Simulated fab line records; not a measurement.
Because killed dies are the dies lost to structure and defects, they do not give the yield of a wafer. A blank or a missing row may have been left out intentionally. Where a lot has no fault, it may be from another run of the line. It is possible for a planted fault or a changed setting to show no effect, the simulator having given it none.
Matching of chambers    flow n5_finfet    N5_MOL_CONTACT_COAG_ETCH_66 on rie_diel-03 has 4 sister chambers
The step etches SiARC in CF4, target depth 13 nm, time 21.7 s. 16 wafers are shown with their chamber, then 8 later ones without.

EACH WAFER AND ITS CHAMBER
wafer   chamber  drypump_motor_current_A (A)  showerhead_plenum_p_Torr (Torr)  throttle_valve_pct (%)
L078.1  2        5.6                          2.08                             15.61
L078.2  3        5.7                          2.08                             15.34
L078.3  0        5.1                          2.25                             15.62
L078.4  1        6.3                          2.17                             15.30
L078.5  2        5.6                          2.08                             15.62
L078.6  3        5.7                          2.08                             15.33
L083.1  3        5.7                          2.07                             15.35
L083.2  2        5.6                          2.08                             15.63
L083.3  0        5.2                          2.24                             15.63
L085.3  3        5.7                          2.07                             15.36
L085.5  0        5.2                          2.24                             15.64
L085.6  1        6.3                          2.17                             15.31
L086.1  2        5.6                          2.08                             15.62
L086.4  1        6.3                          2.17                             15.32
L086.5  0        5.2                          2.24                             15.64
L090.1  1        6.3                          2.16                             15.35

SIGNATURES (means of the wafers above)
reading                   chamber 0  chamber 1  chamber 2  chamber 3  scatter within a chamber
drypump_motor_current_A   5.175      6.300      5.600      5.700      0.025
showerhead_plenum_p_Torr  2.2425     2.1675     2.0800     2.0750     0.00456
throttle_valve_pct        15.6325    15.3200    15.6200    15.3450    0.0141
Rule: for a wafer and a chamber, the distance is found by dividing, reading by reading, the gap between the wafer's reading and the chamber's mean by the reading's scatter, squaring, summing and taking the root. If the next closest chamber is less than 2 further off than the closest, the wafer can't be placed; otherwise it belongs to the closest. The scatter: take each reading less its chamber's mean, square it, sum over the shown wafers, divide by the number of wafers less the number of chambers, and take the root.

WAFERS WHOSE CHAMBER IS MISSING
wafer   drypump_motor_current_A (A)  showerhead_plenum_p_Torr (Torr)  throttle_valve_pct (%)
L090.3  5.6                          2.07                             15.66
L090.6  6.3                          2.16                             15.32
L091.2  5.7                          2.07                             15.38
L091.3  5.6                          2.07                             15.66
L091.5  5.6                          2.07                             15.67
L094.3  5.7                          2.07                             15.42
L094.5  5.7                          2.07                             15.38
L094.6  5.6                          2.07                             15.69

EACH ONE'S CHAMBER
wafer   from the rows above  in truth
L090.3  2                    2
L090.6  1                    1
L091.2  3                    3
L091.3  2                    2
L091.5  2                    2
L094.3  3                    3
L094.5  3                    3
L094.6  2                    2
Correctly placed: 8 of 8. From these rows, 0 cannot be placed. Placed wrongly: 0.
